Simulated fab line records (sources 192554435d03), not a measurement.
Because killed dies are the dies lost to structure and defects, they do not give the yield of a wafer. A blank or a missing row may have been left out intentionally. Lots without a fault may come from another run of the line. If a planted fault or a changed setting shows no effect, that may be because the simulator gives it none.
Chamber matching -- flow n5Finfet -- N5_BEOL_M6_ALD_77 on aldMetal-01 has 4 sister chambers
The step deposits TaN, target thk 2 nm, pulse time 2 s, purge time 3 s. 4 wafers are shown with their chamber, then 9 later ones without.

WAFERS WITH THEIR CHAMBER
wafer,chamber,heaterPowerW (W)
L086.4,1,335
L086.6,0,455
L091.2,2,407
L091.6,3,420

WAFERS WHOSE CHAMBER IS MISSING
wafer,heaterPowerW (W)
L093.1,413
L093.5,328
L093.6,451
L094.2,423
L094.3,326
L094.6,453
L096.1,435
L096.3,326
L096.5,427

EACH ONE'S CHAMBER
wafer,from the rows above,in truth
L093.1,can't be placed: 2 or 3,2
L093.5,1,1
L093.6,0,0
L094.2,can't be placed: 3 or 2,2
L094.3,1,1
L094.6,0,0
L096.1,can't be placed: 3 or 0 or 2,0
L096.3,1,1
L096.5,can't be placed: 3 or 2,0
5 of 9 placed correctly. Unplaceable from these rows: 4, with the true chamber sitting among the candidates in 3. 0 placed wrongly.
How it was worked out, from the rows above alone: a wafer's distance from a chamber is the root of the sum, over the readings, of the square of ((its reading less the chamber's mean) divided by the reading's scatter). The wafer belongs to the nearest chamber; if the next one is less than 2 further off, it can't be placed. For every chamber, the mean is computed from those of its wafers that are shown. The scatter: root of mean squared gap, hidden wafer to nearest shown wafer, with one shown wafer a chamber.
